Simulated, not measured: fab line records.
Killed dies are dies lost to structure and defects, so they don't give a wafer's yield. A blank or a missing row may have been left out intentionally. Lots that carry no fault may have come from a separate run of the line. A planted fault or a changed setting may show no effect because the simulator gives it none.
8D (eight disciplines) problem report, filled in by code    flow nandHarc    the parts of the form that need people (team, actions taken, sign-off) are left out

1. WHAT WENT WRONG
Wafers without a fault read 48, standard deviation 16; killedDies at NHARC_END_SORT_01 reads a mean of 638 on 2 wafers belonging to 2 lots. That is +37 standard deviations from the usual mean.
First observed at day 31 01:42: wafer L466.1, on prober-01. At this step, 6 wafers from 2 lots have a number in the record. Rule for "out" (also "out of limits"): further than 4 standard deviations from the usual mean. The other wafers with a number count as sound.

2. WHAT IT IS; WHAT IT IS NOT
question                     is                         is not
which readings at this step  killedDies, killedAtArray  killedAtOther, killedOpen, killedShort
which lots                   L466, L468                 -
which wafers of those lots   L466.1, L468.3             L466.5, L466.6, L468.1, L468.6
read on which gauges         prober-01                  -
when                         from day 31 01:42          up to then (0 sound wafers); but 4 sound wafers of L466, L468 came after

3. THE SUSPECTS, EACH WITH WHAT RULES IT OUT
Counting: a tool at a process step up to the reading stays a suspect if it ran every lot that is out. Sound lots after the first of them don't rule it out here, since some wafers of a struck lot are sound.
- the gauge at NHARC_END_SORT_01: ruled out. All the wafers that are out were read on prober-01, but those of them that NHARC_A_STAIRCASE_ETCH_234 has rows for are out there too, on other tools.
- rieDiel-07 at NHARC_A_STAIRCASE_ETCH_232 (etches the open film in C4F8/O2, target depth 100 nm, time 40.5 s): kept. It ran every lot that is out, first L466 (day 22 23:17). NHARC_A_STAIRCASE_ETCH_232: start missing for some lots; hours and lot order therefore follow NHARC_A_STAIRCASE_ETCH_234.
- rieDiel-07 at NHARC_A_STAIRCASE_ETCH_234 (etches the open film in C4F8/O2, target depth 100 nm, time 40.5 s): kept. It ran every lot that is out, first L466 (day 22 23:17). Out on those wafers are its own readings of oesProductAu.
- plasmaAsher-02 at NHARC_A_STAIRCASE_STRIP_238 (strips in O2): kept. It ran every lot that is out, first L466 (day 22 23:43).
- Within rieDiel-07 at NHARC_A_STAIRCASE_ETCH_234: the wafers that are out ran in chamber 1; their sound lot-mates ran in chambers 0, 2, 3.
Left after counting: rieDiel-07 at NHARC_A_STAIRCASE_ETCH_232, rieDiel-07 at NHARC_A_STAIRCASE_ETCH_234, plasmaAsher-02 at NHARC_A_STAIRCASE_STRIP_238.

4. THE CAUSE (what the simulator had put in)
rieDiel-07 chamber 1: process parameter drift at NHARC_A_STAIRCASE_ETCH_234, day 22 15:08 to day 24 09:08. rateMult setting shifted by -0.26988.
Of the 3 suspects that counting leaves, this tool is one.

5. SEQUENCE OF EFFECTS, ordered by route
Rows list readings where the struck wafers' mean (over those with a number) sits beyond 3 standard deviations from the usual. Readings are gone through only where the record gives a usual standard deviation; hours: the median, over the lots, of the time from a lot's start at the first step in this table giving one to that lot's start at this step; sigmas: the change measured in usual standard deviations.
hours  step                        reading        usual       on struck wafers  change  sigmas
0      NHARC_A_STAIRCASE_ETCH_234  oesProductAu   0.945 a.u.  0.792             -0.153  -16
200    NHARC_END_SORT_01           killedAtArray  44          627               +583    +36
200    NHARC_END_SORT_01           killedDies     48          638               +590    +37
It contains these process steps:
- NHARC_A_STAIRCASE_ETCH_234: etches the open film in C4F8/O2, target depth 100 nm, time 40.5 s.

6. HOW IT WOULD HAVE BEEN CAUGHT EARLIER
In this record the first reading out of limits at a measuring or inspecting step was taken at day 31 01:42, 203 hours after the fault began at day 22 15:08.
The tool's own readings at NHARC_A_STAIRCASE_ETCH_234 were out on every struck wafer that the step has a row for (oesProductAu): an alarm limit on them would have fired on the first of those.
Lots out: 2; all had begun NHARC_A_STAIRCASE_ETCH_234 on rieDiel-07 by day 31 01:42. A hold on the tool at that time would have spared none of them.
